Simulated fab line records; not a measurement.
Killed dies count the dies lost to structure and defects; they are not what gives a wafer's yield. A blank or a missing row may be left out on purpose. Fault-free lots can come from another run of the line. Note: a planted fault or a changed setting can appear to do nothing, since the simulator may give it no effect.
Split-lot experiment    flow n5-finfet    21 wafers read from 7 lots, route of 1938 steps

## THE SPLIT
At N5_GATE_CUT_COAT_35 (time 60 s, resist thk 10 nm), the setting spin-rpm was moved away from the recipe's 1500 rpm on 8 of the 21 wafers read, by -11.0% to +6.2%. All remaining wafers had this setting at the recipe value.

The split's own step is where the reading is taken.

## THE READING
SiARC_of_GATE_CUT_COAT_35.thk-nm (the simulator's own value, which no gauge read), in nm, at N5_GATE_CUT_COAT_35 (time 60 s, resist thk 10 nm). There is no usual value for it anywhere in the file.

wafer   tool, chamber at the split  spin-rpm as run, rpm  against the recipe  SiARC_of_GATE_CUT_COAT_35.thk-nm, nm  against lot-mates on the recipe
L074.1  litho-track-04, 0           1593                  +6.2%               9.8                                   no lot-mate on the recipe
L074.2  litho-track-04, 0           1593                  +6.2%               9.8                                   no lot-mate on the recipe
L074.4  litho-track-04, 0           1593                  +6.2%               9.8                                   no lot-mate on the recipe
L075.2  litho-track-01, 0           1500                  recipe              10                                    -
L075.4  litho-track-01, 0           1500                  recipe              10                                    -
L075.6  litho-track-01, 0           1500                  recipe              10                                    -
L082.2  litho-track-01, 0           1500                  recipe              10                                    -
L082.3  litho-track-01, 0           1500                  recipe              10                                    -
L082.4  litho-track-01, 0           1391                  -7.3%               10.4                                  +0.4
L085.2  litho-track-04, 0           1500                  recipe              10                                    -
L085.5  litho-track-04, 0           1500                  recipe              10                                    -
L085.4  litho-track-04, 0           1441                  -3.9%               10.2                                  +0.2
L088.2  litho-track-04, 0           1500                  recipe              10                                    -
L088.4  litho-track-04, 0           1500                  recipe              10                                    -
L088.6  litho-track-04, 0           1500                  recipe              10                                    -
L091.1  litho-track-01, 0           1500                  recipe              10                                    -
L091.2  litho-track-01, 0           1335                  -11.0%              10.6                                  +0.6
L091.6  litho-track-01, 0           1335                  -11.0%              10.6                                  +0.6
L097.2  litho-track-01, 0           1500                  recipe              10                                    -
L097.4  litho-track-01, 0           1500                  recipe              10                                    -
L097.5  litho-track-01, 0           1555                  +3.7%               9.8                                   -0.2

THE FIT
A straight line over all 21 wafers: SiARC_of_GATE_CUT_COAT_35.thk-nm changes by -0.0481 nm for each +1% of spin-rpm; r = -0.98; the points scatter about the line by 0.041 nm.
The same after taking each lot's own level away (the mean of its wafers on the recipe; 18 wafers): -0.0545 nm for each +1%; r = -1.00; scatter 0.0037 nm.
According to that fit, moving spin-rpm by its largest amount changes the reading by 0.6 nm.
The lots' own levels span 10.00 to 10.00 nm.
In other words, the slope is changed by the lot-to-lot level; the two fits disagree.
Check: with one of the wafers moved furthest among these (-11.0%) left out of the fit, the line predicts +0.598 nm for it against its lot-mates. It came out at +0.6 nm against them.

## THESE WAFERS: OTHER SPLITS
Before the reading, these wafers also passed through other splits. Each is held against what the fit with the lots' levels taken away leaves over:
other split on the same wafers             wafers away from the commonest value  r with SiARC_of_GATE_CUT_COAT_35.thk-nm (lot level and that fit taken away)
N5_WELL_APT_PEB_06 peb-temp-c              3                                     +0.03
N5_WELL_APT_DEVELOP_07 develop-time-s      5                                     +0.58
N5_PMOS_HMC_CHANNEL_EPI_EXPOSE_06 dose-mj  7                                     +0.26
N5_FIN_CUT_COAT_29 spin-rpm                6                                     -0.03
N5_SD_EPI_N_EPI_21 epi-growth-time-s       6                                     +0.31
N5_SD_EPI_P_COAT_34 spin-rpm               6                                     -0.01
N5_SDB_COAT_04 spin-rpm                    7                                     -0.52
N5_HKMG_FIN_PEB_47 peb-time-s              5                                     +0.04

## FILE'S OWN FIT
SiARC_of_GATE_CUT_COAT_35.thk-nm changes by -0.0544 nm for each +1% of spin-rpm, r = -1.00.
